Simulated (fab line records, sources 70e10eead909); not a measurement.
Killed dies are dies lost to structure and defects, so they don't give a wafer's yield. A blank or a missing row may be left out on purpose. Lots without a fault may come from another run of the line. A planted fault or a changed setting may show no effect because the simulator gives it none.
fab line records | flow nand_harc
record lots=6 wafers=18 last_day=24
route steps=1159 shown A_BONDPAD@1065 END@1159
lots that met no fault: from a run of the same line without faults
start_h: hours from the record's first day to the start of the lot's first wafer shown | wait_h: hours since the lot's step before | " the same as in the row above | L1.1+2: a row that stands for several wafers | - no value, or no start given | * or withheld: withheld | < > ~ a bound
route shown NAME@n: a module of which the file shows steps, and the number in the route of the first | usual: mean/standard deviation of fault-free wafers | same: alike in all rows | chamber/n: place in a boat | sites: the reading at each site | _std_site: their standard deviation | _edge_site: outer sites' mean less inner sites' | radius_mm: how far each site lies from the wafer's centre | mask NAME#n: copy n | behind: the tool/chamber that last shaped the wafer | hold: why the lot was held/for how many hours/how that ended | device: the transistor (n, p or np) that didn't switch | end of line: the same wafers' tests at the end of the route | a step without rows: its recipe alone | killed: dies lost to structure and defects at the first sort, not the wafer's yield | map: a wafer's dies, x killed, . not, _ none there
set.NAME: the setting as run; set.NAME@STEP: as run at that earlier step | model.NAME: the simulator's own value behind a step, which no gauge read
lots at some steps of the route; a table a step, a row a wafer
services: from which hour (start_h, from the record's first day; less than 0 if before it) a tool's chamber was out of use, for how many hours, and why
## steps
# step NHARC_A_BONDPAD_COAT_33
# recipe temp_c=200 time_s=65
# step NHARC_A_BONDPAD_COAT_03
# recipe spin_rpm=2000 resist_thk_nm=600
# step NHARC_A_BONDPAD_SOFTBAKE_04
# recipe temp_c=125 time_s=70
# step NHARC_A_BONDPAD_EBR_05
# step NHARC_A_BONDPAD_EXPOSE_06
# recipe na=0.55 dose_mj=36.99 mask_id=A_BPAD
# step NHARC_A_BONDPAD_PEB_07
# recipe peb_temp_c=128 peb_time_s=80
# step NHARC_A_BONDPAD_DEVELOP_08
# recipe time_s=50 dev_temp_c=22
# step NHARC_A_BONDPAD_CD_MEAS_09
# recipe target_cd_nm=500 landing_energy_ev=500
# usual cd_nm=500.9/1.7
# columns lot.wafer tool chamber start_h wait_h cd_nm
L636.1 cd_sem-02 0 425.41 - 502.2
L636.4 " 0 " " 500.4
L636.6 " 0 " " 500.3
L638.3 cd_sem-02 0 447.16 - 501.2
L638.5 " 0 " " 500.7
L638.6 " 0 " " 502.3
L643.1 cd_sem-03 0 467.51 - 501.7
L643.4 " 0 " " 501.0
L643.6 " 0 " " 503.1
L647.3 cd_sem-03 0 502.31 - 500.1
L647.5 " 0 " " 498.0
L647.6 " 0 " " 501.5
L655.1 cd_sem-03 0 539.31 - 498.7
L655.3 " 0 " " 501.1
L655.5 " 0 " " 502.0
L656.2 cd_sem-02 0 551.48 - 499.5
L656.4 " 0 " " 499.8
L656.6 " 0 " " 501.8
# step NHARC_A_BONDPAD_OVL_MEAS_35
# usual overlay_x_nm=1/5.7 overlay_y_nm=2/5.8
# columns lot.wafer tool chamber start_h wait_h overlay_x_nm overlay_y_nm
L636.1 overlay-01 - 425.50 - 1 -10
L636.4 " - " " 1 -10
L636.6 " - " " 1 -10
L638.3 overlay-02 - 447.24 - 11 9
L638.5 " - " " 10 9
L638.6 " - " " 10 8
L643.1 overlay-01 - 467.60 - 0 -5
L643.4 " - " " 1 -5
L643.6 " - " " 1 -4
L647.3 overlay-02 - 502.39 - -4 1
L647.5 " - " " -4 0
L647.6 " - " " -4 1
L655.1 overlay-01 - 539.40 - 3 -5
L655.3 " - " " 3 -6
L655.5 " - " " 3 -6
L656.2 overlay-02 - 551.57 - -3 -4
L656.4 " - " " -3 -4
L656.6 " - " " -3 -4
# step NHARC_A_BONDPAD_HARDBAKE_10
# recipe temp_c=118 time_s=65
# step NHARC_A_BONDPAD_DESCUM_11
# recipe time_s=3 o2_flow_sccm=200 ar_flow_sccm=0 bias_power_w=0 chemistry=O2
# usual chamber_pressure_mTorr=60.00/0.058 drypump_motor_current_A=5.7/0.51 oes_product_au=0.998/0.013 rf_vpp_V=57.8/0.84 showerhead_plenum_p_Torr=1.92/0.084 throttle_valve_pct=11.310/0.0086
# same bias_power_w=0
# columns lot.wafer tool chamber start_h wait_h chamber_pressure_mTorr drypump_motor_current_A oes_product_au rf_hours_counter_h rf_vpp_V showerhead_plenum_p_Torr throttle_valve_pct
L636.4 rie_diel-13 1 425.62 - 60.02 6.6 1.016 53 57.5 1.87 11.322
L636.1 " 3 " " 60.00 6.2 0.989 54 58.0 1.86 11.306
L636.6 " 1 " " 60.00 6.6 1.020 - 57.4 1.87 11.310
L638.3 rie_diel-12 1 447.36 - 59.96 6.6 1.002 11 56.9 1.86 11.306
L638.6 " 1 " " 60.05 6.6 1.006 - 58.5 1.86 11.300
L638.5 " 2 " " 60.04 6.3 0.993 - 57.3 2.03 11.330
L643.1 rie_diel-12 2 467.75 - 60.00 6.3 0.994 16 59.9 2.03 11.298
L643.4 " 3 " " 59.97 5.3 1.012 16 56.7 1.97 11.309
L643.6 " 1 " " 60.07 6.6 0.999 - 58.5 1.86 11.316
L647.3 rie_diel-12 3 502.52 - 60.04 5.4 1.020 22 57.5 1.96 11.306
L647.6 " 2 " " 59.98 6.3 1.000 - 57.6 2.03 11.306
L647.5 " 3 " " 60.04 5.4 1.012 - 59.5 1.96 11.321
L655.1 rie_diel-03 3 539.52 - 59.90 5.7 0.988 5 58.8 1.89 11.295
L655.3 " 0 " " 59.86 4.9 0.983 5 57.7 1.87 11.314
L655.5 " 3 " " 59.92 5.7 0.987 - 57.9 1.89 11.309
L656.4 rie_diel-03 3 551.70 - 59.96 5.7 0.979 5 57.1 1.89 11.309
L656.2 " 1 " " 60.01 5.3 1.012 5 56.8 1.91 11.302
L656.6 " 3 " " 59.99 5.6 0.982 - 59.1 1.89 11.314
# step NHARC_A_BONDPAD_ETCH_34
# recipe target_depth_a=600 overetch_a=180 time_s=65.91 ion_energy_ev=200 n2_flow_sccm=150 h2_flow_sccm=150 ar_flow_sccm=0 rf_w=400 bias_w=150 chemistry=N2/H2
# usual chamber_pressure_mTorr=30.00/0.03 drypump_motor_current_A=5.6/0.5 oes_product_au=0.999/0.012 rf_fwd_power_W=396.1/1.8 rf_vpp_V=430.6/2.6 showerhead_plenum_p_Torr=2.04/0.093 throttle_valve_pct=14.172/0.0084
# columns lot.wafer tool chamber start_h wait_h chamber_pressure_mTorr drypump_motor_current_A oes_product_au rf_fwd_power_W rf_hours_counter_h rf_vpp_V showerhead_plenum_p_Torr throttle_valve_pct
L636.1 rie_diel-13 2 425.84 0.2 29.99 5.9 0.996 395.0 51 426.4 1.92 14.171
L636.4 " 0 " " 30.00 5.7 1.000 398.4 56 430.4 2.02 14.178
L636.6 " 2 " " 29.98 5.9 0.994 396.0 - 427.0 1.92 14.181
L638.3 rie_diel-12 0 447.45 0.1 29.99 5.5 0.997 398.0 12 426.4 1.88 14.184
L638.5 " 3 " " 30.02 5.4 1.008 396.9 - 431.9 2.10 14.172
L638.6 " 0 " " 30.00 5.5 1.006 397.8 - 426.8 1.88 14.153
L643.1 rie_diel-12 2 467.83 0.1 29.98 6.3 0.992 398.0 16 435.0 2.17 14.177
L643.4 " 0 " " 30.00 5.5 1.007 399.0 16 426.7 1.88 14.168
L643.6 " 2 " " 29.94 6.3 0.999 398.2 - 434.3 2.17 14.185
L647.3 rie_diel-12 2 502.61 0.1 29.96 6.2 1.000 396.8 22 432.8 2.17 14.173
L647.5 " 0 " " 30.01 5.5 1.001 396.6 - 426.5 1.87 14.195
L647.6 " 1 " " 29.99 6.6 0.998 393.2 - 428.4 1.98 14.155
L655.1 rie_diel-03 3 539.62 0.1 29.97 5.7 0.989 395.2 5 429.6 2.01 14.182
L655.3 " 1 " " 29.94 5.3 1.023 395.2 5 430.9 2.04 14.173
L655.5 " 2 " " 30.02 5.5 1.006 394.6 - 435.7 2.20 14.165
L656.2 rie_diel-03 3 551.78 0.1 30.02 5.7 0.988 396.4 5 429.6 2.01 14.158
L656.4 " 0 " " 29.99 5.0 0.984 395.7 5 429.5 1.99 14.163
L656.6 " 0 " " 29.94 5.0 0.985 398.2 - 429.8 1.99 14.158
# step NHARC_A_BONDPAD_ETCH_12
# recipe target_depth_a=2200 time_s=110 chf3_flow_sccm=50 o2_flow_sccm=10 ar_flow_sccm=200 rf_w=500 bias_w=200 chemistry=CHF3/O2
# usual chamber_pressure_mTorr=24.999/0.024 drypump_motor_current_A=5.6/0.52 oes_product_au=0.940/0.021 rf_fwd_power_W=496.9/1.8 rf_vpp_V=370.2/2.2 showerhead_plenum_p_Torr=2.39/0.096 throttle_valve_pct=20.572/0.0093
# columns lot.wafer tool chamber start_h wait_h chamber_pressure_mTorr drypump_motor_current_A oes_product_au rf_fwd_power_W rf_hours_counter_h rf_vpp_V showerhead_plenum_p_Torr throttle_valve_pct
L636.1 rie_diel-13 3 425.96 - 25.022 6.2 0.924 499.1 54 370.3 2.34 20.572
L636.4 " 1 " " 25.020 6.6 0.931 494.3 53 367.7 2.35 20.572
L636.6 " 2 " " 25.002 5.8 0.921 498.0 - 367.4 2.27 20.563
L638.3 rie_diel-12 1 447.54 - 25.039 6.6 0.922 496.2 11 368.4 2.34 20.592
L638.5 " 1 " " 24.982 6.6 0.919 497.0 - 368.3 2.34 20.568
L638.6 " 2 " " 25.040 6.3 0.920 500.3 - 374.1 2.55 20.573
L643.4 rie_diel-12 2 467.93 - 24.997 6.3 0.918 498.4 16 373.8 2.54 20.565
L643.1 " 3 " " 25.009 5.3 0.716 298.1 16 371.2 2.47 20.580
L643.6 " 2 " " 25.047 6.3 0.926 499.6 - 374.1 2.54 20.588
L647.3 rie_diel-12 3 502.70 - 24.977 5.3 0.710 298.2 22 372.1 2.46 20.582
L647.5 " 2 " " 24.995 6.3 0.920 500.3 - 373.6 2.54 20.580
L647.6 " 3 " " 24.976 5.3 0.708 298.2 - 372.7 2.46 20.564
L655.1 rie_diel-03 0 539.71 - 25.030 5.0 0.920 497.8 5 368.5 2.35 20.590
L655.3 " 1 " " 24.969 5.3 0.937 492.7 5 370.7 2.40 20.584
L655.5 " 3 " " 25.005 5.7 0.917 494.4 - 372.0 2.37 20.566
L656.2 rie_diel-03 1 551.88 - 25.034 5.3 0.956 498.5 5 370.8 2.40 20.577
L656.4 " 2 " " 25.043 5.4 0.936 496.3 5 375.1 2.58 20.555
L656.6 " 1 " " 24.944 5.3 0.957 498.4 - 370.1 2.40 20.581
# step NHARC_A_BONDPAD_CD_MEAS_13
# usual cd_nm=500.1/1.8
# columns lot.wafer tool chamber start_h wait_h cd_nm
L636.1 cd_sem-02 - 426.09 - 502.4
L636.4 " - " " 499.3
L636.6 " - " " 500.2
L638.3 cd_sem-01 - 447.68 - 500.5
L638.5 " - " " 499.1
L638.6 " - " " 501.9
L643.1 cd_sem-01 - 468.06 - 498.1
L643.4 " - " " 499.5
L643.6 " - " " 502.1
L647.3 cd_sem-01 - 502.84 - 496.8
L647.5 " - " " 497.9
L647.6 " - " " 497.9
L655.1 cd_sem-01 - 539.84 - 498.0
L655.3 " - " " 500.1
L655.5 " - " " 500.4
L656.2 cd_sem-02 - 552.01 - 498.5
L656.4 " - " " 499.5
L656.6 " - " " 501.3
# step NHARC_END_SORT_01
# recipe temp_c=25
# usual defect_limited_yield=95.4/1.3 killed_at_array=27/8 killed_at_other=0.8/1.2 killed_at_periphery=3.3/2.3 killed_dies=31/8.8 killed_open=3.2/2.1 killed_short=2.1/1.4 sort_bin_2_pct=1.4/0.55 sort_bin_3_pct=0.25/0.2 sort_bin_4_pct=2.9/0.92 sort_n_pass=646/8.8 sort_rim_yield_pct=95.5/2.7 sort_yield_pct=95.4/1.3
# same gross_dies=677 sort_bin_5_pct[%]=0 sort_bin_6_pct[%]=0 sort_bin_7_pct[%]=0 sort_bin_8_pct[%]=0 sort_rim_n_gross=106.00
# columns lot.wafer tool chamber start_h wait_h defect_limited_yield[%] killed_at_array killed_at_other killed_at_periphery killed_dies killed_open killed_short sort_bin_2_pct[%] sort_bin_3_pct[%] sort_bin_4_pct[%] sort_n_pass sort_rim_yield_pct[%] sort_yield_pct[%]
L643.1 prober-01 0 500.63 2.5 0 673 0 4 677 1 2 97.5 0.44 2.1 0 0 0
L643.4 prober-01 0 503.04 3.4 95.9 23 0 5 28 1 1 1.9 0.15 2.1 649 99.1 95.9
L643.6 prober-01 0 504.65 4.0 96.6 23 0 0 23 4 1 1.6 0 1.8 654 99.1 96.6
L647.3 prober-02 0 531.34 3.1 0 671 2 4 677 5 4 96.8 0.15 3.1 0 0 0
L647.5 prober-02 0 532.96 3.7 94.8 28 1 6 35 3 3 1.5 0.30 3.4 642 95.3 94.8
L647.6 prober-02 0 533.78 4.1 0 673 2 2 677 2 3 97.2 0.30 2.5 0 0 0
# killed by level:class
L643.1 A_BONDPAD:area_etch=646 A_CHANNEL_HOLE_D1:chamber_film_flake=19 P_ZERO_WELL:chamber_film_flake=3 A_CONTACT:chamber_film_flake=3 A_ZERO_WELL:chamber_film_flake=2 P_GATE:geometric_particle:short=1 A_CHANNEL_HOLE_D1:geometric_particle:open=1 A_WL_FILL:geometric_particle:short=1
L643.4 A_CHANNEL_HOLE_D1:chamber_film_flake=15 A_CONTACT:chamber_film_flake=6 P_ZERO_WELL:chamber_film_flake=2 P_CONTACT:geometric_particle:open=1 P_M0:geometric_particle:short=1 P_GATE:chamber_film_flake=1 A_ZERO_WELL:chamber_film_flake=1 A_STAIRCASE:chamber_film_flake=1
L643.6 A_CHANNEL_HOLE_D1:chamber_film_flake=12 A_CONTACT:chamber_film_flake=4 A_ONON_D1:geometric_particle:open=1 A_CHANNEL_HOLE_D1:geometric_particle:short=1 A_STAIRCASE:geometric_particle:open=1 A_WL_FILL:geometric_particle:open=1 A_M0:geometric_particle:open=1 A_STAIRCASE:chamber_film_flake=1
L647.3 A_BONDPAD:area_etch=645 A_CHANNEL_HOLE_D1:chamber_film_flake=14 P_GATE:chamber_film_flake=3 A_CONTACT:chamber_film_flake=3 THIN_TSV:chamber_film_flake=2 P_GATE:geometric_particle:short=1 A_SOURCE_PLATE:geometric_particle:open=1 A_ONON_D1:geometric_particle:short=1
L647.5 A_CHANNEL_HOLE_D1:chamber_film_flake=18 A_CONTACT:chamber_film_flake=4 P_M1:chamber_film_flake=3 P_GATE:chamber_film_flake=2 A_STAIRCASE:chamber_film_flake=2 P_CONTACT:geometric_particle:short=1 A_ONON_D1:geometric_particle:open=1 A_WL_FILL:geometric_particle:short=1
L647.6 A_BONDPAD:area_etch=650 A_CHANNEL_HOLE_D1:chamber_film_flake=12 A_STAIRCASE:chamber_film_flake=3 A_CONTACT:chamber_film_flake=3 A_CONTACT:geometric_particle:open=2 THIN_TSV:chamber_film_flake=2 A_ONON_D1:geometric_particle:short=1 A_CHANNEL_FILL_D1:geometric_particle:short=1
# map L643.1 (x killed, . not)
____________x____________
_________xxxxxxx_________
_______xxxxxxxxxxx_______
______xxxxxxxxxxxxx______
_____xxxxxxxxxxxxxxx_____
____xxxxxxxxxxxxxxxxx____
____xxxxxxxxxxxxxxxxx____
___xxxxxxxxxxxxxxxxxxx___
___xxxxxxxxxxxxxxxxxxx___
__xxxxxxxxxxxxxxxxxxxxx__
__xxxxxxxxxxxxxxxxxxxxx__
_xxxxxxxxxxxxxxxxxxxxxxx_
_xxxxxxxxxxxxxxxxxxxxxxx_
_xxxxxxxxxxxxxxxxxxxxxxx_
_xxxxxxxxxxxxxxxxxxxxxxx_
_xxxxxxxxxxxxxxxxxxxxxxx_
xxxxxxxxxxxxxxxxxxxxxxxxx
xxxxxxxxxxxxxxxxxxxxxxxxx
xxxxxxxxxxxxxxxxxxxxxxxxx
xxxxxxxxxxxxxxxxxxxxxxxxx
xxxxxxxxxxxxxxxxxxxxxxxxx
_xxxxxxxxxxxxxxxxxxxxxxx_
_xxxxxxxxxxxxxxxxxxxxxxx_
_xxxxxxxxxxxxxxxxxxxxxxx_
_xxxxxxxxxxxxxxxxxxxxxxx_
_xxxxxxxxxxxxxxxxxxxxxxx_
__xxxxxxxxxxxxxxxxxxxxx__
__xxxxxxxxxxxxxxxxxxxxx__
___xxxxxxxxxxxxxxxxxxx___
___xxxxxxxxxxxxxxxxxxx___
____xxxxxxxxxxxxxxxxx____
____xxxxxxxxxxxxxxxxx____
_____xxxxxxxxxxxxxxx_____
______xxxxxxxxxxxxx______
_______xxxxxxxxxxx_______
_________xxxxxxx_________
____________x____________
# map L647.3 (x killed, . not)
____________x____________
_________xxxxxxx_________
_______xxxxxxxxxxx_______
______xxxxxxxxxxxxx______
_____xxxxxxxxxxxxxxx_____
____xxxxxxxxxxxxxxxxx____
____xxxxxxxxxxxxxxxxx____
___xxxxxxxxxxxxxxxxxxx___
___xxxxxxxxxxxxxxxxxxx___
__xxxxxxxxxxxxxxxxxxxxx__
__xxxxxxxxxxxxxxxxxxxxx__
_xxxxxxxxxxxxxxxxxxxxxxx_
_xxxxxxxxxxxxxxxxxxxxxxx_
_xxxxxxxxxxxxxxxxxxxxxxx_
_xxxxxxxxxxxxxxxxxxxxxxx_
_xxxxxxxxxxxxxxxxxxxxxxx_
xxxxxxxxxxxxxxxxxxxxxxxxx
xxxxxxxxxxxxxxxxxxxxxxxxx
xxxxxxxxxxxxxxxxxxxxxxxxx
xxxxxxxxxxxxxxxxxxxxxxxxx
xxxxxxxxxxxxxxxxxxxxxxxxx
_xxxxxxxxxxxxxxxxxxxxxxx_
_xxxxxxxxxxxxxxxxxxxxxxx_
_xxxxxxxxxxxxxxxxxxxxxxx_
_xxxxxxxxxxxxxxxxxxxxxxx_
_xxxxxxxxxxxxxxxxxxxxxxx_
__xxxxxxxxxxxxxxxxxxxxx__
__xxxxxxxxxxxxxxxxxxxxx__
___xxxxxxxxxxxxxxxxxxx___
___xxxxxxxxxxxxxxxxxxx___
____xxxxxxxxxxxxxxxxx____
____xxxxxxxxxxxxxxxxx____
_____xxxxxxxxxxxxxxx_____
______xxxxxxxxxxxxx______
_______xxxxxxxxxxx_______
_________xxxxxxx_________
____________x____________
## services
# columns tool chamber start_h hours kind
rie_diel-12 0 412.90 - clean
rie_diel-12 1 412.90 - clean
rie_diel-12 2 412.90 - clean
rie_diel-12 3 412.90 - clean
rie_diel-03 1 426.68 5.3 repair
rie_diel-12 0 437.40 - clean
rie_diel-12 1 437.40 - clean
rie_diel-12 2 437.40 - clean
rie_diel-12 3 437.40 - clean
rie_diel-13 - 453.04 9.0 pm
rie_diel-12 0 461.90 - clean
rie_diel-12 1 461.90 - clean
rie_diel-12 2 461.90 - clean
rie_diel-12 3 461.90 - clean
rie_diel-12 0 486.45 - clean
rie_diel-12 1 486.45 - clean
rie_diel-12 2 486.45 - clean
rie_diel-12 3 486.45 - clean
rie_diel-13 2 525.44 14.1 repair
rie_diel-03 0 525.46 4.2 repair
rie_diel-03 3 531.89 4.0 repair
rie_diel-13 3 533.49 7.9 repair
rie_diel-12 3 538.43 8.0 repair
rie_diel-13 3 543.58 9.6 repair
## key
first_sign step=NHARC_A_BONDPAD_ETCH_12 reading=rf_fwd_power_W direction=down sigmas=99+ usual=* struck=*
effect step=NHARC_A_BONDPAD_ETCH_12 reading=oes_product_au direction=down sigmas=11 usual=0.940 struck=0.712
effect step=NHARC_END_SORT_01 reading=sort_bin_2_pct direction=up sigmas=99+ usual=1.4 struck=97.1
more_kills_born_at NHARC_A_BONDPAD_ETCH_12@rie_diel-12=1941
met_at NHARC_A_BONDPAD_ETCH_12
struck_wafers L643.1,L647.3,L647.6
later_rows_left_out L643.1,L647.3,L647.6
fault kind=process_parameter_drift tool=rie_diel-12 chamber=3 onset_h=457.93 steps=NHARC_A_BONDPAD_ETCH_12 channel=rf_w offset=* shape=step end_h=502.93 acts_in=* stated=*
# later_rows_left_out: the simulator's readings of these wafers behind a module that went badly wrong aren't trusted and aren't shown, but for the sort
